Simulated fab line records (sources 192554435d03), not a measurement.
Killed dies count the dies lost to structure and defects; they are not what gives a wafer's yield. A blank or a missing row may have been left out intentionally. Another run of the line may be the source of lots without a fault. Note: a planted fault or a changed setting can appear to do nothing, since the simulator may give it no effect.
Problem report in the 8D (eight disciplines) form, filled by code | flow n5-finfet | the parts of the form that need people (team, actions taken, sign-off) are left out

1. PROBLEM STATEMENT
At N5_PASSIVATION_PECVD_35, run-length-s averages 137.4 s over 3 wafers from 2 lots, while fault-free wafers read 195.3 s, standard deviation 0.58. That is -99 or more standard deviations from the usual mean.
The step: deposits SiNx from SiH4/NH3/N2, target thk 700 nm, time 151.3 s.
The first sign was on wafer L409.2 at day 15 18:11, on pecvd-03. The record has a number at this step for 28 wafers belonging to 10 lots. By rule, "out" or "out of limits" means more than 4 standard deviations away from the usual mean. Any other wafer with a number is counted as sound.

2. WHAT THIS IS AND IS NOT
question                    | is                     | is not
which readings at this step | run-length-s           | heater-power-w, showerhead-plenum-p-Torr, throttle-valve-pct
which lots                  | L409, L414             | L401, L402, L405, L408, L418, L419, L420, L424
which wafers of those lots  | L409.2, L409.6, L414.6 | L414.3
read on which tools         | pecvd-03               | pecvd-02, pecvd-04
when                        | from day 15 18:11      | up to then (12 sound wafers); but 13 sound wafers of L414, L418, L419, L420, L424 came after

3. THE SUSPECTS, EACH WITH WHAT RULES IT OUT
Counting: a tool at a process step up to the reading stays a suspect if it ran every lot that is out. Sound lots after the first of them don't rule it out here, since some wafers of a struck lot are sound.
- rie-metal-02 at N5_PASSIVATION_ETCH_59 (etches TaN in Cl2/BCl3, target depth 65 nm, time 34.9 s): kept. Ran every lot that is out, first one L409 (day 15 17:27); last sound lot up to then L408 (day 14 02:45).
- pecvd-03 at N5_PASSIVATION_PECVD_35 (deposits SiNx from SiH4/NH3/N2, target thk 700 nm, time 151.3 s): kept. Ran every lot that is out, first one L409 (day 15 18:11); last sound lot up to then L408 (day 14 03:28). Its own readings are out on those wafers: run-length-s.
Left after counting: rie-metal-02 at N5_PASSIVATION_ETCH_59, pecvd-03 at N5_PASSIVATION_PECVD_35.

4. THE CAUSE (what the simulator had put in)
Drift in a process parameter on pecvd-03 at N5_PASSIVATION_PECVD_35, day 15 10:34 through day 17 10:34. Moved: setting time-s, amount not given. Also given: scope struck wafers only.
Counting left 2 suspects, and this tool is among them.

5. SEQUENCE OF EFFECTS, ordered by route
One row per reading whose mean, taken over the struck wafers that have a number, lies over 3 standard deviations from the usual. Only readings for which the record gives a usual standard deviation are gone through. hours: the time from each lot's start at the first step in this table that gives one to its start at this step, as a median over the lots. sigmas: the change in usual standard deviations.
hours | step                    | reading      | usual   | on struck wafers | change | sigmas
0     | N5_PASSIVATION_PECVD_35 | run-length-s | 195.3 s | 137.4            | -57.9  | -99 or more
Here are the process steps it includes:
- N5_PASSIVATION_PECVD_35: deposits SiNx from SiH4/NH3/N2, target thk 700 nm, time 151.3 s.

6. HOW IT WOULD HAVE BEEN CAUGHT EARLIER
In this record the first reading out of limits was taken at day 15 18:11, 8 hours after the fault began at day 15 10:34.
